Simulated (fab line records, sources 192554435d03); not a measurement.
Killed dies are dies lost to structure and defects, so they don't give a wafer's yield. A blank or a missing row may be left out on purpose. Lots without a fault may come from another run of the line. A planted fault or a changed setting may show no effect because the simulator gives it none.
Split-lot experiment | flow n5_finfet | 7 lots, 21 wafers read, on a route of 1938 steps

THE SPLIT
At N5_BEOL_M7_COAT_05 (resist thk 90 nm), the setting spin_rpm was moved away from the recipe's 1500 rpm on 6 of the 21 wafers read, by -5.7% to +6.5%. The other wafers ran this setting at the recipe's value.

FROM THE SPLIT TO THE READING: what the file shows between them, 4 steps
- N5_BEOL_M7_EBR_07
- N5_BEOL_M7_SOFTBAKE_06: time 60 s
- N5_BEOL_M7_EXPOSE_08: exposes mask M7
- N5_BEOL_M7_PEB_09: peb time 60 s

THE READING
CAR-ArF_of_BEOL_M7_COAT_05.thk_nm (the simulator's own value, which no gauge read), in nm, at N5_BEOL_M7_DEVELOP_10 (develop time 30 s). The file gives no usual value for it. The 15 wafers here that ran the recipe average 88.3 nm, standard deviation 0.14 nm.

wafer  | tool, chamber at the split | spin_rpm as run, rpm | against the recipe | CAR-ArF_of_BEOL_M7_COAT_05.thk_nm, nm | against lot-mates on the recipe
L075.1 | litho_track-05, 0          | 1500                 | recipe             | 88.4                                  | -
L075.5 | litho_track-05, 0          | 1500                 | recipe             | 88.4                                  | -
L075.4 | litho_track-05, 0          | 1500                 | recipe             | 88.2                                  | -
L079.4 | litho_track-05, 0          | 1415                 | -5.7%              | 91                                    | +2.6
L079.5 | litho_track-05, 0          | 1415                 | -5.7%              | 91.2                                  | +2.8
L079.6 | litho_track-05, 0          | 1500                 | recipe             | 88.4                                  | -
L085.2 | litho_track-03, 0          | 1500                 | recipe             | 88.2                                  | -
L085.3 | litho_track-03, 0          | 1500                 | recipe             | 88.4                                  | -
L085.6 | litho_track-03, 0          | 1500                 | recipe             | 88.4                                  | -
L092.2 | litho_track-01, 0          | 1500                 | recipe             | 88.6                                  | -
L092.3 | litho_track-01, 0          | 1500                 | recipe             | 88.6                                  | -
L092.4 | litho_track-01, 0          | 1597                 | +6.5%              | 85.6                                  | -3.0
L093.4 | litho_track-01, 0          | 1500                 | recipe             | 88.2                                  | -
L093.5 | litho_track-01, 0          | 1500                 | recipe             | 88.2                                  | -
L093.6 | litho_track-01, 0          | 1428                 | -4.8%              | 90.2                                  | +2.0
L095.1 | litho_track-01, 0          | 1500                 | recipe             | 88.2                                  | -
L095.4 | litho_track-01, 0          | 1500                 | recipe             | 88.2                                  | -
L095.5 | litho_track-01, 0          | 1500                 | recipe             | 88.2                                  | -
L097.2 | litho_track-03, 0          | 1419                 | -5.4%              | 90.8                                  | +2.6
L097.5 | litho_track-03, 0          | 1419                 | -5.4%              | 90.8                                  | +2.6
L097.3 | litho_track-03, 0          | 1500                 | recipe             | 88.2                                  | -

THE FIT
A straight line over all 21 wafers: CAR-ArF_of_BEOL_M7_COAT_05.thk_nm changes by -0.451 nm for each +1% of spin_rpm; r = -0.99; the points scatter about the line by 0.17 nm.
The same after taking each lot's own level away (the mean of its wafers on the recipe; 21 wafers): -0.468 nm for each +1%; r = -1.00; scatter 0.089 nm.
On that fit, the largest move of spin_rpm shifts the reading by 3 nm.
The lots' own levels span 88.20 to 88.60 nm, that is 2.8 times the standard deviation above.
So the lot-to-lot level changes the slope little: the two slopes agree.
Check: with one of the wafers moved furthest among these (+6.5%) left out of the fit, the line predicts -3.04 nm for it against its lot-mates. It came out at -3 nm against them.

THE WHOLE CHAIN: every reading that the file lists as answering this split, in the file's order
step                  | what it does      | reading                                                                            | change (the file's fit)               | r (the file's)
N5_BEOL_M7_COAT_05    | resist thk 90 nm  | CAR-ArF_of_BEOL_M7_COAT_05.thk_nm (the simulator's own value, which no gauge read) | -0.452 nm for each +1% of the setting | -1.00
N5_BEOL_M7_DEVELOP_10 | develop time 30 s | CAR-ArF_of_BEOL_M7_COAT_05.thk_nm (the simulator's own value, which no gauge read) | -0.463 nm for each +1% of the setting | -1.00

THE FILE'S OWN FIT
CAR-ArF_of_BEOL_M7_COAT_05.thk_nm changes by -0.463 nm for each +1% of spin_rpm, r = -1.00.
